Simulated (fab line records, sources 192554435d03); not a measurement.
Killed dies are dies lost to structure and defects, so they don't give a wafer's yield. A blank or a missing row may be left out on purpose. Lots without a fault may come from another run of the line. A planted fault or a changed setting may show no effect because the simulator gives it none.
Chamber matching | flow n5_finfet | N5_FIN_CUT_CUT_ETCH_28 on rie_si-06: 4 sister chambers
The step etches Si in HBr/Cl2/O2, target depth 6 nm, time 2.4 s. 18 wafers are shown with their chamber, then 9 later ones without.

WAFERS WITH THEIR CHAMBER
wafer  | chamber | throttle_valve_pct (%) | oes_product_au (a.u.)
L075.2 | 2       | 36.8                   | 0.997
L075.5 | 2       | 36.8                   | 1.006
L075.6 | 3       | 37.8                   | 0.969
L076.1 | 0       | 37.3                   | 1.008
L076.4 | 3       | 37.7                   | 0.965
L076.6 | 1       | 37.8                   | 0.997
L077.2 | 3       | 37.7                   | 0.962
L077.5 | 1       | 37.7                   | 0.987
L077.6 | 0       | 37.3                   | 0.996
L078.1 | 0       | 37.4                   | 0.996
L078.3 | 3       | 37.8                   | 0.967
L078.5 | 2       | 36.8                   | 1.003
L083.1 | 0       | 37.4                   | 0.994
L083.5 | 1       | 37.8                   | 1.000
L083.6 | 0       | 37.3                   | 0.999
L084.3 | 0       | 37.3                   | 0.998
L084.4 | 3       | 37.8                   | 0.977
L084.5 | 3       | 37.8                   | 0.970

SIGNATURES (means of the wafers above)
reading            | chamber 0 | chamber 1 | chamber 2 | chamber 3 | scatter within a chamber
throttle_valve_pct | 37.333    | 37.767    | 36.800    | 37.767    | 0.0488
oes_product_au     | 0.99850   | 0.99467   | 1.00200   | 0.96833   | 0.00527
Rule: a wafer's distance from a chamber is the root of the sum, over the readings, of the square of ((its reading less the chamber's mean) divided by the reading's scatter). The wafer belongs to the nearest chamber; if the next one is less than 2 further off, it can't be placed. The scatter: the root of (the sum of the squares of (reading less its chamber's mean) over the shown wafers, divided by (wafers less chambers)).

WAFERS WITHOUT THEIR CHAMBER
wafer  | throttle_valve_pct (%) | oes_product_au (a.u.)
L086.1 | 37.8                   | 1.002
L086.2 | 37.8                   | 0.967
L086.5 | 37.8                   | 0.972
L091.1 | 37.8                   | 0.993
L091.3 | 37.8                   | 0.966
L091.4 | 36.8                   | 0.998
L096.2 | 36.8                   | 0.988
L096.3 | 37.3                   | 1.000
L096.4 | 37.7                   | 0.963

WHICH CHAMBER EACH WENT THROUGH
wafer  | from the rows above | in truth
L086.1 | 1                   | 1
L086.2 | 3                   | 3
L086.5 | 3                   | 3
L091.1 | 1                   | 1
L091.3 | 3                   | 3
L091.4 | 2                   | 2
L096.2 | 2                   | 2
L096.3 | 0                   | 0
L096.4 | 3                   | 3
Placed correctly: 9 of 9. Can't be placed from these rows: 0. Placed wrongly: 0.
